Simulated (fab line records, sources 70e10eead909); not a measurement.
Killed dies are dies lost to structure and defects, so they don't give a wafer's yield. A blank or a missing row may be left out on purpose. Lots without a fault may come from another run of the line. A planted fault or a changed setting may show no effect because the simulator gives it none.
A struck lot beside a sound one | flow nand_harc | 36 steps out of a route of 1159
Sound: wafers L496.2, L496.3, L496.4. Struck: wafers L500.2, L500.4. (L500.3 of the same lot was not struck and is left out.) The cause comes at the end.
At each step with rows: each side's tool, then ch and its chambers, then its first start. Under that, the readings that differ: sound wafers | struck wafers | difference of the means | sigmas: that difference in standard deviations of wafers without a fault.
alike: readings whose means differ by less than 2 such deviations, and words and numbers that are the same on both sides. not compared: withheld readings, readings that some wafer has no value for, bounds like >300 that may hide the same value, and numbers for which the record gives no deviation and whose values overlap.
The two part at a step that has a row with sigmas, a row that says differs or no value, or rows on one side only. Numbers that don't overlap but have no deviation are shown without sigmas and don't part them. A reading that every wafer of one side lacks parts them only if that side has two wafers or more.

first, 2 steps without rows for these wafers: NHARC_A_SLIT_PRECLEAN_19 (cleans in SC1); NHARC_A_SLIT_SRD_20.
NHARC_A_SLIT_CD_MEAS_21:
  sound on cd_sem-03, day 15 11:55; struck on cd_sem-03, day 16 23:46
  alike: cd_nm
then, 3 steps without rows for these wafers: NHARC_A_SIN_REMOVE_WET_00 (chemistry H3PO4, time 15300 s); NHARC_A_SIN_REMOVE_PRECLEAN_01 (cleans in SC1); NHARC_A_SIN_REMOVE_SRD_02.
NHARC_A_SIN_REMOVE_INSPECT_04:
  sound on defect_inspect-02, day 15 18:03; struck on defect_inspect-02, day 17 07:25
  alike: raw_defect_count
then, 3 steps without rows for these wafers: NHARC_A_WL_FILL_ALD_00 (deposits Al2O3, target thk 3 nm, pulse time 3 s, ald cycles 30); NHARC_A_WL_FILL_RTA_01 (time 5 s); NHARC_A_WL_FILL_ALD_02 (deposits TiN, target thk 2 nm, pulse time 3 s, ald cycles 100).
NHARC_A_WL_FILL_CVD_03: deposits W, target thk 40 nm, time 3302 s.
  sound on cvd_w-01 ch 0,1, day 15 21:47; struck on cvd_w-01 ch 1, day 17 12:50
  reading            | sound          | struck    | difference | sigmas
  mfc_ar_sccm (sccm) | 1568 1567 1567 | 1561 1555 | -9         | -2
  alike: chamber_pressure_Torr, heater_power_outer_w, heater_power_w, throttle_valve_pct
then, 8 steps without rows for these wafers: NHARC_A_WL_FILL_ETCHBACK_04 (etches the open film in NF3, target depth 60 nm, time 120 s); NHARC_A_WL_FILL_ETCHBACK_05 (etches the open film in Cl2/BCl3, target depth 22 nm, time 60 s); NHARC_A_WL_FILL_STRIP_27 (strips in N2/H2, time 20 s); NHARC_A_WL_FILL_STRIP_28 (strips in post etch residue remover, time 1200 s); NHARC_A_WL_FILL_PRECLEAN_06 (cleans in DIW, time 300 s); NHARC_A_WL_FILL_SRD_07; NHARC_A_WL_FILL_ANNEAL_08 (time 1800 s); NHARC_A_WL_FILL_ALD_10 (deposits SiO2, target thk 50 nm, pulse time 10 s, ald cycles 500).
NHARC_A_WL_FILL_ETCHBACK_16: etches the open film in C4F8/O2/Ar, target depth 88 nm, time 17.6 s.
  sound on rie_diel-07 ch 0,1,2; struck on rie_diel-08 ch 0,1
  reading                | sound       | struck  | difference | sigmas
  rf_hours_counter_h (h) | 4.5 4.5 4.4 | 2.7 2.1 | -2.1       |
  alike: oes_product_au, rf_vpp_V
NHARC_A_WL_FILL_STRIP_29: strips in O2, time 20 s.
  sound on rie_diel-07 ch 1,2,3, day 16 08:37; struck on rie_diel-08 ch 1,2, day 18 04:47
  reading                | sound                | struck        | difference | sigmas
  rf_hours_counter_h (h) | 4.5 4.3 4.5          | 2.6 2.7       | -1.8       |
  throttle_valve_pct (%) | 17.020 17.025 17.055 | 17.019 17.002 | -0.023     | -2
  alike: drypump_motor_current_A, mfc_ar_sccm, oes_product_au, rf_vpp_V, showerhead_plenum_p_Torr
NHARC_A_WL_FILL_ETCHBACK_17: etches the open film in Cl2/BCl3, target depth 4 nm, time 26.7 s.
  sound on rie_metal-02 ch 0,1, day 16 08:42; struck on rie_metal-03 ch 0,1, day 18 04:52
  alike: drypump_motor_current_A, oes_product_au
  not compared: rf_hours_counter_h
then, 3 steps without rows for these wafers: NHARC_A_WL_FILL_PRECLEAN_18 (cleans in dHF, time 30 s); NHARC_A_WL_FILL_SRD_21; NHARC_A_WL_FILL_CVD_23 (deposits poly-Si, target thk 40 nm, time 800 s).
NHARC_A_WL_FILL_ETCHBACK_26: etches the open film in HBr, target depth 52 nm, time 13.3 s.
  sound on rie_si-01 ch 0,2,3, day 16 13:44; struck on rie_si-04 ch 0,1, day 18 10:15
  reading                | sound       | struck  | difference | sigmas
  rf_hours_counter_h (h) | 0.4 0.6 0.4 | 1.1 0.9 | +0.5       |
  alike: drypump_motor_current_A, hbr_flow_sccm, oes_product_au, throttle_valve_pct
then, 3 steps without rows for these wafers: NHARC_A_WL_FILL_PRECLEAN_30 (cleans in dHF, time 10 s); NHARC_A_WL_FILL_SRD_14; NHARC_A_WL_FILL_ALD_19 (deposits TiN, target thk 2 nm, pulse time 3 s, ald cycles 100).
NHARC_A_WL_FILL_CVD_20: deposits W, target thk 75 nm, time 5064 s.
  sound on cvd_w-01 ch 0,1; struck on cvd_w-01 ch 0
  alike: chamber_pressure_Torr, heater_power_outer_w, heater_power_w, mfc_ar_sccm, throttle_valve_pct
then, 2 steps without rows for these wafers: NHARC_A_WL_FILL_CMP_12 (polishes, t overpolish 30 s, target thk 75 nm); NHARC_A_WL_FILL_SRD_31.
NHARC_A_WL_FILL_INSPECT_15:
  sound on defect_inspect-01, day 17 00:03; struck on defect_inspect-02, day 18 16:14
  alike: raw_defect_count
then, 2 steps without rows for these wafers: NHARC_A_CONTACT_DEP_24 (deposits SiO2, target thk 500 nm); NHARC_A_CONTACT_DEP_28 (deposits aC, target thk 3600 nm).
-- the record jumps here: 3 days lie between the struck wafers' starts before and after (it left off in module A_CONTACT and takes up again in module END, whose first step shown is number 1159 of the route) --
NHARC_END_SORT_01:
  the record has rows for the struck wafers here (prober-01 ch 0, day 21 18:16) and none for the sound ones

WHERE THEY PART
First at NHARC_A_WL_FILL_CVD_03; last, within this record, at NHARC_END_SORT_01.

WHY: what the simulator had put in
Process parameter drift: cvd_w-01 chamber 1, from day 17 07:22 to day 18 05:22, at NHARC_A_WL_FILL_CVD_03. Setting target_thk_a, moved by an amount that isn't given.
